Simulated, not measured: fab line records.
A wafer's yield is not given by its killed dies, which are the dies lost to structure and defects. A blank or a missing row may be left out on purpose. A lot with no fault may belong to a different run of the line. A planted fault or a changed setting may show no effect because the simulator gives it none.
What tool caused it?	flow nandHarc	36 wafers from 12 lots sampled at 5 of the route's 1159 steps

WHAT EACH GAUGE READ, for each wafer
NHARC_A_BONDPAD_CD_MEAS_09: target cd 500 nm. Usual: 499.5 nm for cdNm, sd 2.7.
lot	measured	on	cdNm (nm)	flag
L632	day 18 18:18	cdSem-02	501.3 498.4 505.2	
L641	day 20 04:19	cdSem-01	497.5 499.0	
L644	day 20 19:36	cdSem-02	500.5 500.3 498.7	
L643	day 20 22:47	cdSem-01	501.6 498.2 498.9	
L645	day 22 01:46	cdSem-02	503.8 500.3 499.3	
L647	day 21 15:31	cdSem-03	497.9 505.3 502.9	
L646	day 22 08:41	cdSem-03	502.6 498.9 500.5	
L648	day 22 12:46	cdSem-03	503.3 504.4 504.1	
L649	day 22 14:43	cdSem-03	498.3 496.3 496.0	
L653	day 22 23:59	cdSem-03	496.8 499.7 498.6	
L651	day 22 23:07	cdSem-01	497.6 499.9 497.5	
L654	day 23 01:25	cdSem-01	502.1 502.0 503.7	

NHARC_END_SORT_01. Usual: killedAtArray 25, standard deviation 10; killedAtOther 0.6, standard deviation 0.91; killedAtPeriphery 3.6, standard deviation 2.9; killedDies 29, standard deviation 10; killedOpen 3.3, standard deviation 2; killedShort 1.9, standard deviation 1.5.
lot	measured	on	killedAtArray	killedAtOther	killedAtPeriphery	killedDies	killedOpen	killedShort	flag
L641	day 21 19:29	prober-01	26 665 17	1 4 2	4 8 4	31 677 23	4 4 1	2 1 1	OFF

WHICH TOOL RAN EACH LOT (tool, then ch and the chambers of the sampled wafers, then the start)
lot	NHARC_A_STAIRCASE_ETCH_313	NHARC_A_M1_PVD_20	NHARC_A_BONDPAD_ETCH_34
L632	rieDiel-11 ch 0,2,3, day 12 05:48	pvdSputter-02, day 18 18:18 or earlier	rieDiel-01 ch 0,2,3, day 18 18:37
L641	rieDiel-11 ch 0,1,2, day 14 03:08	pvdSputter-03, day 20 04:19 or earlier	rieDiel-01 ch 1, day 20 04:38
L644	rieDiel-05 ch 1,2,3, day 14 19:38	pvdSputter-01, day 20 19:36 or earlier	rieDiel-01 ch 0,1,3, day 20 19:55
L643	rieDiel-12 ch 0,1,2, day 14 21:32	pvdSputter-02, day 20 22:47 or earlier	rieDiel-01 ch 0,1,3, day 20 23:05
L645	rieDiel-05 ch 0,2, day 15 16:20	pvdSputter-03, day 22 01:46 or earlier	rieDiel-12 ch 0,2, day 22 02:05
L647	rieDiel-05 ch 1,3, day 15 17:31	pvdSputter-02, day 21 15:31 or earlier	rieDiel-03 ch 1,2,3, day 21 15:50
L646	rieDiel-05 ch 0,1, day 15 21:52	pvdSputter-03, day 22 08:41 or earlier	rieDiel-03 ch 1,2,3, day 22 09:00
L648	rieDiel-12 ch 0,1,2, day 15 23:33	pvdSputter-03, day 22 12:46 or earlier	rieDiel-01 ch 0,2, day 22 13:04
L649	rieDiel-05 ch 0,2,3, day 16 10:58	pvdSputter-02, day 22 14:43 or earlier	rieDiel-01 ch 1,2,3, day 22 15:02
L653	rieDiel-11 ch 0,2,3, day 17 02:34	pvdSputter-01, day 22 23:59 or earlier	rieDiel-01 ch 0,1,3, day 23 00:17
L651	rieDiel-05 ch 0,1,3, day 17 06:51	pvdSputter-02, day 22 23:07 or earlier	rieDiel-03 ch 0,2,3, day 22 23:25
L654	rieDiel-05 ch 0,2,3, day 17 08:03	pvdSputter-03, day 23 01:25 or earlier	rieDiel-01 ch 0,2,3, day 23 01:43
- NHARC_A_STAIRCASE_ETCH_313: etches the open film in CF4/CHF3.
- NHARC_A_M1_PVD_20: deposits TaN, target thk 5 nm, time 8.06 s.
- NHARC_A_BONDPAD_ETCH_34: etches the open film in N2/H2, target depth 60 nm, overetch 18 nm, time 65.91 s.

WHAT THE TOOLS THEMSELVES READ (means of the sampled wafers that have a number; where no wafer has one, the mark that the record gives instead)
NHARC_A_STAIRCASE_ETCH_313. Usual: drypumpMotorCurrentA 5.8 A, standard deviation 0.49; oesProductAu 0.936 a.u., standard deviation 0.026; rfVppV 370.8 V, standard deviation 2.8; showerheadPlenumPTorr 1.58 Torr, standard deviation 0.083; throttleValvePct 16.803 %, standard deviation 0.0092.
lot	tool	drypumpMotorCurrentA (A)	oesProductAu (a.u.)	rfVppV (V)	showerheadPlenumPTorr (Torr)	throttleValvePct (%)	flag
L632	rieDiel-11	6.2	0.907	369.5	1.56	16.812	
L641	rieDiel-11	5.8	0.929	372.0	1.62	16.796	
L644	rieDiel-05	6.1	0.919	368.5	1.51	16.802	
L643	rieDiel-12	5.8	0.951	372.3	1.60	16.792	
L645	rieDiel-05	5.2	0.960	369.5	1.53	16.805	
L647	rieDiel-05	6.0	0.990	370.7	1.60	16.808	
L646	rieDiel-05	5.4	0.984	369.5	1.55	16.802	
L648	rieDiel-12	5.8	0.914	371.1	1.60	16.802	
L649	rieDiel-05	5.8	0.924	370.1	1.58	16.800	
L653	rieDiel-11	6.2	0.946	370.3	1.55	16.801	
L651	rieDiel-05	5.6	0.933	371.4	1.60	16.802	
L654	rieDiel-05	5.8	0.918	371.2	1.58	16.801	

NHARC_A_M1_PVD_20. Usual: biasV 168.5 V, standard deviation 1.6; chamberPressurePa 0.11999 Pa, standard deviation 0.00021; substrateTempC 50.00 C, standard deviation 0.12; throttleValvePct 30.0 %, standard deviation 1.2.
lot	tool	biasV (V)	chamberPressurePa (Pa)	substrateTempC (C)	throttleValvePct (%)	flag
L632	pvdSputter-02	169.3	0.12010	50.07	30.3	
L641	pvdSputter-03	168.3	0.11972	50.05	28.9	
L644	pvdSputter-01	168.9	0.12002	49.98	30.4	
L643	pvdSputter-02	165.4	0.11999	49.83	30.6	
L645	pvdSputter-03	170.3	0.12024	50.06	29.2	
L647	pvdSputter-02	170.5	0.11967	49.89	30.7	
L646	pvdSputter-03	168.5	0.12001	50.10	29.8	
L648	pvdSputter-03	166.3	0.11993	49.97	29.5	
L649	pvdSputter-02	168.2	0.11981	50.01	30.2	
L653	pvdSputter-01	167.6	0.12006	49.93	31.1	
L651	pvdSputter-02	168.7	0.12012	50.00	30.0	
L654	pvdSputter-03	167.6	0.12018	49.90	29.4	

NHARC_A_BONDPAD_ETCH_34. Usual: drypumpMotorCurrentA 5.8 A, standard deviation 0.4; h2FlowSccm 149.9 sccm, standard deviation 0.47; oesProductAu 0.998 a.u., standard deviation 0.01; rfVppV 430.1 V, standard deviation 2.7; showerheadPlenumPTorr 2.03 Torr, standard deviation 0.096; throttleValvePct 14.171 %, standard deviation 0.0092.
lot	tool	drypumpMotorCurrentA (A)	h2FlowSccm (sccm)	oesProductAu (a.u.)	rfVppV (V)	showerheadPlenumPTorr (Torr)	throttleValvePct (%)	flag
L632	rieDiel-01	5.9	150.0	0.997	429.7	2.03	14.169	
L641	rieDiel-01	5.4	149.7	0.988	432.0	2.07	14.174	
L644	rieDiel-01	5.9	150.1	0.995	432.0	2.06	14.178	
L643	rieDiel-01	5.9	150.0	0.993	429.9	2.06	14.175	
L645	rieDiel-12	5.6	149.8	1.006	428.7	1.97	14.172	
L647	rieDiel-03	6.1	149.6	0.998	428.9	2.00	14.167	
L646	rieDiel-03	6.1	149.9	0.996	429.6	2.00	14.174	
L648	rieDiel-01	5.6	150.5	1.000	431.0	2.05	14.168	
L649	rieDiel-01	5.7	150.1	1.000	429.4	1.99	14.173	
L653	rieDiel-01	5.9	150.1	1.009	431.4	2.06	14.172	
L651	rieDiel-03	6.1	149.4	1.003	430.1	2.04	14.173	
L654	rieDiel-01	5.9	150.0	0.998	430.7	2.03	14.180	

THE ANSWER, worked out from the rows above alone
Rule: a lot is off if the mean of its wafers that have a number lies more than 3 standard deviations from the usual mean. A lot without any number at a reading at which 4 lots or more have one is off too. Any other lot the step has rows for is counted as sound. The gauges are gone through in route order, then the tools' own readings, and for those a lot's mean is taken as printed above. The first step at which some lot is off is used, and at that step the reading that is off furthest; a lot without a number counts as furthest.
Off: L641, at NHARC_END_SORT_01 (killedDies). Neither off nor sound, because the step has no rows for them: L632, L644, L643, L645, L647, L646, L648, L649, L653, L651, L654.
A tool fits if, at a process step before that reading, it ran every lot that is off, and no sound lot after the first of them. Those tools and the gauges at NHARC_END_SORT_01 are tried in the same way. With no start given for some of its lots, NHARC_A_M1_PVD_20 uses the hours and lot order of NHARC_A_BONDPAD_CD_MEAS_09. Can't be told from this: 4 tools fit, rieDiel-11 at NHARC_A_STAIRCASE_ETCH_313, pvdSputter-03 at NHARC_A_M1_PVD_20, rieDiel-01 at NHARC_A_BONDPAD_ETCH_34, prober-01 at NHARC_END_SORT_01.

WHAT THE SIMULATOR PUT IN
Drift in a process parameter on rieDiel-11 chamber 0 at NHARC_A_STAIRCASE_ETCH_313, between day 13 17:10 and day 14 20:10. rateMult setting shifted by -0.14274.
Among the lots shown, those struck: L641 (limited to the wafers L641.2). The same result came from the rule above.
